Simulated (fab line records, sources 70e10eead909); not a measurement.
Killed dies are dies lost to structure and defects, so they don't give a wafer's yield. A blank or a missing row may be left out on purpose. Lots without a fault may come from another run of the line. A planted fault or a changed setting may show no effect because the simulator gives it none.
fab line records | flow nand_harc
record lots=6 wafers=18 last_day=24
route steps=1159 shown P_START@1 P_ZERO_WELL@2 END@1159
lots that met no fault: from a run of the same line without faults
start_h: hours from the record's first day to the start of the lot's first wafer shown | wait_h: hours since the lot's step before | " the same as in the row above | L1.1+2: a row that stands for several wafers | - no value, or no start given | * or withheld: withheld | < > ~ a bound
route shown NAME@n: a module of which the file shows steps, and the number in the route of the first | usual: mean/standard deviation of fault-free wafers | same: alike in all rows | chamber/n: place in a boat | sites: the reading at each site | _std_site: their standard deviation | _edge_site: outer sites' mean less inner sites' | radius_mm: how far each site lies from the wafer's centre | mask NAME#n: copy n | behind: the tool/chamber that last shaped the wafer | hold: why the lot was held/for how many hours/how that ended | device: the transistor (n, p or np) that didn't switch | end of line: the same wafers' tests at the end of the route | a step without rows: its recipe alone | killed: dies lost to structure and defects at the first sort, not the wafer's yield | map: a wafer's dies, x killed, . not, _ none there
set.NAME: the setting as run; set.NAME@STEP: as run at that earlier step | model.NAME: the simulator's own value behind a step, which no gauge read
lots at some steps of the route; a table a step, a row a wafer
services: from which hour (start_h, from the record's first day; less than 0 if before it) a tool's chamber was out of use, for how many hours, and why
## steps
# step NHARC_P_START_INSPECT_01
# usual raw_defect_count=3.5/1.9
# columns lot.wafer tool chamber start_h wait_h raw_defect_count
L642.2 defect_inspect-01 - 30.04 - 5
L642.3 " - " " 3
L642.4 " - " " 4
L651.1 defect_inspect-02 - 84.04 - 3
L651.3 " - " " 6
L651.4 " - " " 3
L655.2 defect_inspect-01 - 108.04 - 2
L655.3 " - " " 1
L655.4 " - " " 1
L656.2 defect_inspect-01 - 114.04 - 5
L656.4 " - " " 0
L656.5 " - " " 3
L660.2 defect_inspect-01 - 138.04 - 3
L660.3 " - " " 3
L660.4 " - " " 2
L662.1 defect_inspect-02 - 150.04 - 2
L662.2 " - " " 4
L662.4 " - " " 6
# step NHARC_P_ZERO_WELL_PRECLEAN_00
# recipe time_s=600 temp_c=120 chemistry=SPM
# step NHARC_P_ZERO_WELL_SRD_01
# step NHARC_P_ZERO_WELL_PECVD_02
# recipe target_thk_a=100 temp_c=400 pressure_torr=6.5 rf_w=withheld teos_flow_sccm=withheld flow_sccm=2650 target_thk_nm=10 gas=O2 material=SiO2
# step NHARC_P_ZERO_WELL_DEHYDRATE_03
# recipe temp_c=150 time_s=120
# step NHARC_P_ZERO_WELL_HMDS_04
# recipe time_s=30
# step NHARC_P_ZERO_WELL_COAT_64
# recipe temp_c=200 time_s=65
# step NHARC_P_ZERO_WELL_COAT_05
# recipe spin_rpm=2000 resist_thk_nm=600
# step NHARC_P_ZERO_WELL_SOFTBAKE_06
# recipe temp_c=125 time_s=70
# usual heater_power_total_W=201.0/1.3 resist_line_temp_C=23.02/0.12
# columns lot.wafer tool chamber start_h wait_h heater_power_total_W resist_line_temp_C
L642.2 litho_track-07 0 30 - 200.8 22.83
L642.3 " 0 " " 200.3 23.04
L642.4 " 0 " " 202.7 22.91
L651.1 litho_track-07 0 84 - 199.0 23.00
L651.3 " 0 " " 200.3 23.08
L651.4 " 0 " " 199.7 23.01
L655.2 litho_track-07 0 108 - 228.5 23.02
L655.3 " 0 " " 229.3 22.97
L655.4 " 0 " " 228.4 23.05
L656.2 litho_track-07 0 115 - 228.2 23.03
L656.4 " 0 " " 228.1 22.92
L656.5 " 0 " " 230.1 23.14
L660.2 litho_track-03 0 138 - 199.4 22.88
L660.3 " 0 " " 200.9 22.74
L660.4 " 0 " " 199.1 22.72
L662.1 litho_track-03 0 150 - 199.6 23.28
L662.2 " 0 " " 202.0 23.28
L662.4 " 0 " " 202.5 23.09
# step NHARC_P_ZERO_WELL_EBR_07
# step NHARC_END_SORT_01
# recipe temp_c=25
# usual killed_at_array=31/12 killed_at_other=0.6/0.85 killed_at_periphery=3.0/2.3 killed_dies=35/12 killed_open=3.2/1.9 killed_short=1.8/1.4
# same gross_dies=677
# columns lot.wafer tool chamber start_h wait_h killed_at_array killed_at_other killed_at_periphery killed_dies killed_open killed_short
L642.2 prober-02 0 446.39 2.8 20 0 2 22 2 7
L642.3 prober-02 0 447.19 3.1 13 0 1 14 1 0
L642.4 prober-02 0 447.99 3.4 9 0 1 10 1 2
L651.1 prober-02 0 508.75 2.5 16 0 0 16 2 0
L651.3 prober-02 0 510.31 3.1 17 0 3 20 3 4
L651.4 prober-02 0 511.09 3.3 22 0 2 24 2 0
L656.2 prober-02 0 534.57 2.8 42 0 3 45 5 2
L656.4 prober-02 0 536.14 3.3 35 1 5 41 2 0
L656.5 prober-02 0 536.92 3.6 39 1 6 46 4 6
L655.2 prober-02 0 550.07 2.8 37 1 3 41 2 3
L655.3 prober-02 0 550.89 3.1 33 0 2 35 2 3
L655.4 prober-02 0 551.70 3.4 37 0 2 39 4 2
L660.2 prober-01 0 560.14 2.8 61 0 0 61 3 2
L660.3 prober-01 0 560.94 3.1 48 0 0 48 1 1
L660.4 prober-01 0 561.73 3.4 57 0 1 58 4 1
L662.1 prober-02 0 574.02 2.5 20 2 2 24 4 1
L662.2 prober-02 0 574.82 2.8 17 4 2 23 3 2
L662.4 prober-02 0 576.42 3.4 17 1 4 22 3 4
# killed by level:class
L642.2 A_BLC:chamber_film_flake=4 A_CHANNEL_HOLE_D1:chamber_film_flake=3 A_SGD_CUT:geometric_particle:short=2 A_WL_FILL:geometric_particle:short=2 A_CONTACT:geometric_particle:short=2 A_CONTACT:chamber_film_flake=2 P_M0:geometric_particle:open=1 A_CHANNEL_FILL_D1:geometric_particle:short=1
L642.3 A_STAIRCASE:chamber_film_flake=5 A_CHANNEL_HOLE_D1:chamber_film_flake=4 A_BLC:chamber_film_flake=2 A_CHANNEL_FILL_D1:geometric_particle:open=1 P_STI:chamber_film_flake=1 A_CONTACT:chamber_film_flake=1
L642.4 A_CHANNEL_HOLE_D1:chamber_film_flake=3 A_WL_FILL:chamber_film_flake=2 A_ONON_D1:geometric_particle:short=1 A_CHANNEL_FILL_D1:geometric_particle:short=1 A_CONTACT:geometric_particle:open=1 P_STI:chamber_film_flake=1 A_SLIT:chamber_film_flake=1
L651.1 A_CONTACT:chamber_film_flake=7 A_CHANNEL_HOLE_D1:chamber_film_flake=4 A_STAIRCASE:chamber_film_flake=3 A_CONTACT:geometric_particle:open=1 A_BLC:geometric_particle:open=1
L651.3 A_CHANNEL_HOLE_D1:chamber_film_flake=5 A_STAIRCASE:chamber_film_flake=4 A_ONON_D1:geometric_particle:short=2 A_CONTACT:chamber_film_flake=2 P_CONTACT:geometric_particle:open=1 P_M0:geometric_particle:open=1 A_SOURCE_PLATE:geometric_particle:short=1 A_BLC:geometric_particle:short=1
L651.4 A_CHANNEL_HOLE_D1:chamber_film_flake=7 A_CONTACT:chamber_film_flake=7 A_STAIRCASE:chamber_film_flake=4 A_SGD_CUT:chamber_film_flake=3 P_CONTACT:geometric_particle:open=1 A_M0:geometric_particle:open=1 P_GATE:chamber_film_flake=1
L656.2 A_CHANNEL_HOLE_D1:chamber_film_flake=20 A_CONTACT:chamber_film_flake=5 A_SLIT:chamber_film_flake=4 A_BLC:chamber_film_flake=4 A_CONTACT:geometric_particle:open=2 P_GATE:chamber_film_flake=2 A_STAIRCASE:chamber_film_flake=2 A_CHANNEL_FILL_D1:geometric_particle:open=1
L656.4 A_CHANNEL_HOLE_D1:chamber_film_flake=23 P_ZERO_WELL:chamber_film_flake=3 A_BLC:chamber_film_flake=3 A_STAIRCASE:chamber_film_flake=2 A_SLIT:chamber_film_flake=2 A_CONTACT:chamber_film_flake=2 A_WL_FILL:geometric_particle:open=1 A_CONTACT:geometric_particle:open=1
L656.5 A_CHANNEL_HOLE_D1:chamber_film_flake=22 P_ZERO_WELL:chamber_film_flake=3 A_CONTACT:chamber_film_flake=3 A_CHANNEL_FILL_D1:geometric_particle:short=2 A_CONTACT:geometric_particle:open=2 P_BONDPAD:chamber_film_flake=2 A_STAIRCASE:chamber_film_flake=2 A_SLIT:chamber_film_flake=2
L655.2 A_SLIT:chamber_film_flake=13 A_CHANNEL_HOLE_D1:chamber_film_flake=7 A_CONTACT:chamber_film_flake=7 A_STAIRCASE:chamber_film_flake=5 A_M1:geometric_particle:short=2 P_BONDPAD:chamber_film_flake=2 P_CONTACT:geometric_particle:open=1 A_WL_FILL:geometric_particle:short=1
L655.3 A_SLIT:chamber_film_flake=19 A_CHANNEL_HOLE_D1:chamber_film_flake=5 A_STAIRCASE:chamber_film_flake=3 A_CONTACT:chamber_film_flake=2 P_CONTACT:geometric_particle:short=1 P_CONTACT:geometric_particle:open=1 A_CHANNEL_FILL_D1:geometric_particle:open=1 A_CHANNEL_FILL_D1:geometric_particle:short=1
L655.4 A_SLIT:chamber_film_flake=18 A_CHANNEL_HOLE_D1:chamber_film_flake=7 A_CONTACT:chamber_film_flake=5 A_CONTACT:geometric_particle:open=2 P_CONTACT:geometric_particle:open=1 P_M1:geometric_particle:short=1 A_ONON_D1:geometric_particle:short=1 A_ONON_D1:geometric_particle:open=1
L660.2 A_CHANNEL_HOLE_D1:chamber_film_flake=28 A_SLIT:chamber_film_flake=18 A_CHANNEL_FILL_D1:chamber_film_flake=3 A_CONTACT:chamber_film_flake=3 A_SGD_CUT:geometric_particle:open=2 A_ZERO_WELL:chamber_film_flake=2 A_SOURCE_PLATE:geometric_particle:short=1 A_CHANNEL_FILL_D1:geometric_particle:open=1
L660.3 A_CHANNEL_HOLE_D1:chamber_film_flake=26 A_SLIT:chamber_film_flake=11 A_CONTACT:chamber_film_flake=4 A_STAIRCASE:chamber_film_flake=3 A_CHANNEL_FILL_D1:geometric_particle:open=1 A_SLIT:geometric_particle:short=1 A_ZERO_WELL:chamber_film_flake=1 A_CHANNEL_FILL_D1:chamber_film_flake=1
L660.4 A_CHANNEL_HOLE_D1:chamber_film_flake=24 A_SLIT:chamber_film_flake=16 A_STAIRCASE:chamber_film_flake=4 A_CONTACT:chamber_film_flake=4 A_CHANNEL_FILL_D1:chamber_film_flake=3 A_BONDPAD:chamber_film_flake=2 P_M2:geometric_particle:open=1 A_ONON_D1:geometric_particle:open=1
L662.1 A_CHANNEL_HOLE_D1:chamber_film_flake=6 A_SLIT:chamber_film_flake=3 A_CONTACT:geometric_particle:open=2 P_GATE:chamber_film_flake=2 A_WL_FILL:chamber_film_flake=2 A_CONTACT:chamber_film_flake=2 THIN_TSV:chamber_film_flake=2 A_SOURCE_PLATE:geometric_particle:open=1
L662.2 A_CHANNEL_HOLE_D1:chamber_film_flake=8 THIN_TSV:chamber_film_flake=3 A_SLIT:chamber_film_flake=2 P_GATE:geometric_particle:open=1 A_CONTACT:geometric_particle:open=1 A_M0:geometric_particle:open=1 A_M1:geometric_particle:short=1 P_ZERO_WELL:chamber_film_flake=1
L662.4 A_CHANNEL_HOLE_D1:chamber_film_flake=9 A_SLIT:chamber_film_flake=2 P_STI:geometric_particle:open=1 P_M1:geometric_particle:open=1 A_CHANNEL_FILL_D1:geometric_particle:short=1 A_WL_FILL:geometric_particle:short=1 A_CONTACT:geometric_particle:open=1 A_CONTACT:geometric_particle:short=1
## services
# columns tool chamber start_h hours kind
litho_track-07 - 14.00 7.0 pm
litho_track-03 - 38.00 7.0 pm
## key
first_sign step=NHARC_P_ZERO_WELL_SOFTBAKE_06 reading=heater_power_total_W direction=up sigmas=22 usual=* struck=*
effect none on later readings
met_at NHARC_P_ZERO_WELL_SOFTBAKE_06
struck_wafers L655.2,L655.3,L655.4,L656.2,L656.4,L656.5
tester_left_out L655,L656
onset_between 84 108
fault kind=process_parameter_drift tool=litho_track-07 chamber=- onset_h=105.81 steps=NHARC_P_ZERO_WELL_SOFTBAKE_06 channel=time_s offset=* shape=step end_h=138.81 acts_in=* stated=*
# tester_left_out: of these lots the tester's yield and bins aren't shown, on N5 and GAA mostly nor the transistor test; their killed dies are dies lost to structure and defects alone, not to doping, threshold or leakage, so they don't give the yield
